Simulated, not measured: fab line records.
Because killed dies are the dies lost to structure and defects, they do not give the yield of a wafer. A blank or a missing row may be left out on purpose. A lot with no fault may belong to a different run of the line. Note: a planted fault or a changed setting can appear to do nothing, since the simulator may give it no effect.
One fault seen from 2 desks	flow n5Finfet	what lay behind the numbers comes last; until then each desk has only its own

## THE METROLOGY DESK
Means of the sampled wafers that have a number, per lot and without regard to the tool the lot ran on: this is what the gauges read. The brackets show how far a lot's mean lies from the usual mean; more than 4 standard deviations puts the lot out of limits, marked OUT.
Columns: A = cdNm at N5_FIN_SAQP_CD_MEAS_27, usual 20.28 nm
lot	first seen here	A
L702	day 2 00:14	20.28
L703	day 2 06:05	20.36
L704	day 2 12:00	20.39
L705	day 2 17:38	20.50
L706	day 2 23:55	20.15
L707	day 3 06:04	20.29
L708	day 3 12:09	20.23
L709	day 3 18:23	20.49
L711	day 4 06:31	20.26
L716	day 5 13:35	17.05 (-14) OUT
L718	day 6 00:48	16.75 (-15) OUT
L719	day 6 05:46	16.68 (-16) OUT
L721	day 6 19:44	20.44
L722	day 7 00:40	20.26
L724	day 7 14:38	20.44
This desk finds L716, L718, L719 out of limits, L716 being first, at day 5 13:35 (cdNm at N5_FIN_SAQP_CD_MEAS_27). Within limits: L702, L703, L704, L705, L706, L707, L708, L709, L711, L721, L722, L724.

## DESK OF THE TOOL OWNER: aldSin-04
The tool's own readings at N5_FIN_SAQP_SPACER1_ALD_24 (deposits SiO2, target thk 20.3 nm, pulse time 1 s, purge time 2 s): means of the sampled wafers that have a number, for each lot that ran on this tool. The brackets show how far a lot's mean lies from the usual mean; more than 4 standard deviations puts the lot out of limits, marked OUT.
Columns: A = heaterPowerW at N5_FIN_SAQP_SPACER1_ALD_24, usual 470 W; B = precursorPulseHeightRel at N5_FIN_SAQP_SPACER1_ALD_24, usual 1.002
lot	first seen here	A	B
L703	day 2 05:11	450	1.019
L707	day 3 04:49	466	0.996
L708	day 3 11:14	502	0.990
L709	day 3 17:28	449	0.988
L716	day 5 12:40	494	1.017
L718	day 5 23:52	448	1.002
L719	day 6 04:50	452	0.982
This desk's finding: nothing out of limits on any of the 7 lots.

## PUT TOGETHER
Metrology desk: alarm possible at day 5 13:35 on L716, L718, L719.
The desk of the tool owner found nothing out of limits.
Tool owner's desk: L716, L718, L719 on record, inside its limits.
All the named lots went through N5_FIN_SAQP_SPACER1_ALD_24 on aldSin-04.

## WHAT HAD BEEN PUT IN BY THE SIMULATOR
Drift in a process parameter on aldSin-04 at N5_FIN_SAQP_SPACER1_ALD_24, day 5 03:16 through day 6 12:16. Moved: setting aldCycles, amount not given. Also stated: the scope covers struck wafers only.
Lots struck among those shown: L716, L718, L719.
Hours from the fault's start to each desk's first reading out of limits: the metrology desk, 10.
